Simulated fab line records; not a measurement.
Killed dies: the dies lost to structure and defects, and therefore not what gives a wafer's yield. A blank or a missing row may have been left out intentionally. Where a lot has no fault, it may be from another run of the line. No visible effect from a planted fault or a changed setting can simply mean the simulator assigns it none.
Split-lot trial / flow n5-finfet / 7 lots, 21 wafers read, on a route of 1938 steps

## ABOUT THE SPLIT
At N5_BEOL_M7_TRENCH_ETCH_37 (etches SiCOH lowk in C4F6/O2, target depth 93.478 nm, time 31.2 s), the setting bias-w was moved away from the recipe's 185 W on 6 of the 21 wafers read, by -15.9% to +10.3%. All remaining wafers had this setting at the recipe value.

Reading taken at the split's own step.

## THE READING
rf-vpp-V, in V, at N5_BEOL_M7_TRENCH_ETCH_37 (etches SiCOH lowk in C4F6/O2, target depth 93.478 nm, time 31.2 s). On this fab line, fault-free wafers typically give 668 V with a standard deviation of 9 V.

wafer=L075.3; tool, chamber at the split=rie-diel-06, 2; bias-w as run, W=185; against the recipe=recipe; rf-vpp-V, V=677; against lot-mates on the recipe=-
wafer=L075.4; tool, chamber at the split=rie-diel-06, 1; bias-w as run, W=185; against the recipe=recipe; rf-vpp-V, V=665; against lot-mates on the recipe=-
wafer=L075.5; tool, chamber at the split=rie-diel-06, 2; bias-w as run, W=185; against the recipe=recipe; rf-vpp-V, V=679; against lot-mates on the recipe=-
wafer=L076.2; tool, chamber at the split=rie-diel-03, 1; bias-w as run, W=185; against the recipe=recipe; rf-vpp-V, V=668; against lot-mates on the recipe=-
wafer=L076.3; tool, chamber at the split=rie-diel-03, 0; bias-w as run, W=185; against the recipe=recipe; rf-vpp-V, V=674; against lot-mates on the recipe=-
wafer=L076.6; tool, chamber at the split=rie-diel-03, 2; bias-w as run, W=185; against the recipe=recipe; rf-vpp-V, V=670; against lot-mates on the recipe=-
wafer=L085.2; tool, chamber at the split=rie-diel-03, 2; bias-w as run, W=185; against the recipe=recipe; rf-vpp-V, V=671; against lot-mates on the recipe=-
wafer=L085.3; tool, chamber at the split=rie-diel-03, 1; bias-w as run, W=185; against the recipe=recipe; rf-vpp-V, V=668; against lot-mates on the recipe=-
wafer=L085.5; tool, chamber at the split=rie-diel-03, 0; bias-w as run, W=185; against the recipe=recipe; rf-vpp-V, V=675; against lot-mates on the recipe=-
wafer=L086.3; tool, chamber at the split=rie-diel-03, 3; bias-w as run, W=185; against the recipe=recipe; rf-vpp-V, V=671; against lot-mates on the recipe=-
wafer=L086.4; tool, chamber at the split=rie-diel-03, 0; bias-w as run, W=204.1; against the recipe=+10.3%; rf-vpp-V, V=727; against lot-mates on the recipe=+56
wafer=L086.6; tool, chamber at the split=rie-diel-03, 3; bias-w as run, W=185; against the recipe=recipe; rf-vpp-V, V=670; against lot-mates on the recipe=-
wafer=L087.1; tool, chamber at the split=rie-diel-05, 3; bias-w as run, W=185; against the recipe=recipe; rf-vpp-V, V=669; against lot-mates on the recipe=-
wafer=L087.2; tool, chamber at the split=rie-diel-05, 2; bias-w as run, W=185; against the recipe=recipe; rf-vpp-V, V=648; against lot-mates on the recipe=-
wafer=L087.4; tool, chamber at the split=rie-diel-05, 0; bias-w as run, W=164.2; against the recipe=-11.2%; rf-vpp-V, V=622; against lot-mates on the recipe=-36
wafer=L090.2; tool, chamber at the split=rie-diel-06, 3; bias-w as run, W=185; against the recipe=recipe; rf-vpp-V, V=653; against lot-mates on the recipe=-
wafer=L090.4; tool, chamber at the split=rie-diel-06, 0; bias-w as run, W=185; against the recipe=recipe; rf-vpp-V, V=652; against lot-mates on the recipe=-
wafer=L090.5; tool, chamber at the split=rie-diel-06, 1; bias-w as run, W=155.5; against the recipe=-15.9%; rf-vpp-V, V=578; against lot-mates on the recipe=-74
wafer=L096.1; tool, chamber at the split=rie-diel-06, 0; bias-w as run, W=168; against the recipe=-9.2%; rf-vpp-V, V=606; against lot-mates on the recipe=no lot-mate on the recipe
wafer=L096.2; tool, chamber at the split=rie-diel-06, 2; bias-w as run, W=168; against the recipe=-9.2%; rf-vpp-V, V=627; against lot-mates on the recipe=no lot-mate on the recipe
wafer=L096.3; tool, chamber at the split=rie-diel-06, 1; bias-w as run, W=168; against the recipe=-9.2%; rf-vpp-V, V=616; against lot-mates on the recipe=no lot-mate on the recipe

FIT RESULTS
A straight line over all 21 wafers: rf-vpp-V changes by +5.37 V for each +1% of bias-w; r = +0.96; the points scatter about the line by 9.4 V.
The same after taking each lot's own level away (the mean of its wafers on the recipe; 18 wafers): +4.52 V for each +1%; r = +0.97; scatter 6.4 V.
According to that fit, moving bias-w by its largest amount changes the reading by 72 V.
The span of the lots' own levels, 652.5 to 673.7 V, comes to 2.4 times the standard deviation stated above.
Hence the slope depends on the lot-to-lot level, as the two fits are not the same.
Check: with one of the wafers moved furthest among these (-15.9%) left out of the fit, the line predicts -66.7 V for it against its lot-mates. Against them it came out at -74.5 V.
Tool readings at the split's step, against how far the setting was moved: rf-vpp-V r = +0.96.

## FURTHER SPLITS ON THESE WAFERS
These wafers also went through other splits before the reading. Each is held against what the fit with the lots' levels taken away leaves over:
other split on the same wafers=N5_BEOL_M6_EXPOSE_25 dose-mj; wafers away from the commonest value=9; r with rf-vpp-V (lot level and that fit taken away)=-0.14

## THE FILE'S OWN FIT
rf-vpp-V changes by +4.47 V for each +1% of bias-w, r = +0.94.
